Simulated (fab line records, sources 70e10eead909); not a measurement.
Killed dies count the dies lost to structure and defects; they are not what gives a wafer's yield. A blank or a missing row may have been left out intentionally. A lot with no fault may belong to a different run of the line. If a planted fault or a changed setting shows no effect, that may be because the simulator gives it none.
Struck lot and sound lot, side by side ; flow nandHarc ; 17 out of 1302 route steps
Sound: the wafers L671.1, L671.3, L671.4. Wafers struck: L665.3, L665.5, L665.6. The cause comes at the end.
For every step that has rows: the tool of each side, followed by ch and its chambers, followed by its first start. Under that, the readings that differ: sound wafers ; struck wafers ; difference of the means ; sigmas: that difference in standard deviations of wafers without a fault.
alike: words and numbers the same on both sides, and readings whose means are apart by under 2 such deviations; not compared: readings that were withheld, readings missing a value for some wafer, numbers with overlapping values and no deviation given by the record, and bounds like >300 which may hide the same value.
A row with sigmas, a row that says differs or no value, or rows on one side alone: a step with any of these is where the two part. When numbers do not overlap yet have no deviation, they are printed without sigmas and do not part them. A reading missing from all wafers of one side parts the sides only when that side holds two or more wafers.

NHARC_A_M0_OVL_MEAS_10: pitch 160 nm.
  sound: overlay-02 at day 27 11:51; struck: overlay-01 at day 24 22:07
reading;sound;struck;difference;sigmas
overlayXNm (nm);0.1 0.4 0.0;-1.6 -1.7 -1.9;-1.9;-2
  alike: overlayYNm
NHARC_A_M0_INSPECT_11:
  sound: defectInspect-02 at day 27 11:53; struck: defectInspect-02 at day 24 22:09
  alike: rawDefectCount
then, 1 step without rows for these wafers: NHARC_A_M0_DESCUM_14 (chemistry O2, time 3 s).
NHARC_A_M0_ETCH_34: etches the open film in N2/H2, target depth 40 nm, overetch 12 nm, time 43.94 s.
  sound on rieDiel-13 ch 0,1,2, day 27 12:02; struck on rieDiel-13 ch 0,1,2, day 24 22:19
  alike: biasW, drypumpMotorCurrentA, oesProductAu, rfFwdPowerW, rfVppV, showerheadPlenumPTorr, throttleValvePct
  not compared: rfHoursCounterH
then, 1 step without rows for these wafers: NHARC_A_M0_ETCH_15 (etches the open film in C4F8/Ar, target depth 150 nm, overetch 15 nm, time 82.5 s).
NHARC_A_M0_CD_MEAS_16:
  sound: cdSem-01 at day 27 12:15; struck: cdSem-02 at day 24 22:31
  alike: cdNm
NHARC_A_M0_STRIP_18: strips in N2/H2.
  sound on rieDiel-04 ch 0,2,3, day 27 12:19; struck on rieDiel-04 ch 0,3, day 24 22:37
  alike: drypumpMotorCurrentA, oesProductAu, powerW, rfFwdPowerW, rfVppV, showerheadPlenumPTorr, throttleValvePct
  not compared: rfHoursCounterH
then, 1 step without rows for these wafers: NHARC_A_M0_STRIP_19 (strips in post etch residue remover, time 600 s).
NHARC_A_M0_DEGAS_28: time 60 s.
  sound: pvdSputter-02 at day 27 12:52; struck: pvdSputter-01 at day 24 23:08
  alike: heaterPowerW
then, 2 steps without rows for these wafers: NHARC_A_M0_PRE_CLEAN_29 (time 30 s); NHARC_A_M0_PVD_20 (deposits TaN, target thk 5 nm, time 8.06 s).
NHARC_A_M0_PVD_21: deposits Cu, target thk 30 nm, time 20.49 s.
  sound on pvdSputter-02; struck on pvdSputter-01
  alike: chamberPressurePa, throttleValvePct
NHARC_A_M0_ECD_22: material Cu, target thk 400 nm.
  sound on ecdCu-02 ch 0,1, day 27 13:16; struck on ecdCu-01 ch 0,1, day 24 23:39
  no value came back on the struck wafers for bathHeatDutyPct (%), bathTempC (C); on the sound wafers bathHeatDutyPct (%) reads 6.0 5.9 5.9
NHARC_A_M0_ANNEAL_30: time 90 s.
  sound on rtpAnneal-02 ch 0, day 27 13:36; struck on rtpAnneal-01 ch 0, day 24 23:59
  alike: wafer_temp_C_max
NHARC_A_M0_CMP_23: polishes, t overpolish 20 s, target thk 113.75 nm.
  sound on cmp-04 ch 1,2,3, day 27 13:56; struck on cmp-04 ch 0,1, day 25 00:13
reading;sound;struck;difference;sigmas
timeToEndpointS (s);28.9 25.1 27.5;2.9 0.0 4.4;-24.7;-11
  alike: edgeZonePressureFrac, motorCurrentA
NHARC_A_M0_THK_MEAS_24: measures by xrf.
  sound: filmMetro-01 at day 27 14:16; struck: filmMetro-01 at day 25 00:32
reading;sound;struck;difference;sigmas
thkNm (nm);113.1 111.5 110.4;29.2 30.3 28.3;-82.4;-59
after that, 1 step had no rows for these wafers: NHARC_A_M0_SRD_25.

== WHERE THEY PART ==
Earliest at NHARC_A_M0_OVL_MEAS_10; latest, in this record, at NHARC_A_M0_THK_MEAS_24.

WHY: whatever the simulator had introduced
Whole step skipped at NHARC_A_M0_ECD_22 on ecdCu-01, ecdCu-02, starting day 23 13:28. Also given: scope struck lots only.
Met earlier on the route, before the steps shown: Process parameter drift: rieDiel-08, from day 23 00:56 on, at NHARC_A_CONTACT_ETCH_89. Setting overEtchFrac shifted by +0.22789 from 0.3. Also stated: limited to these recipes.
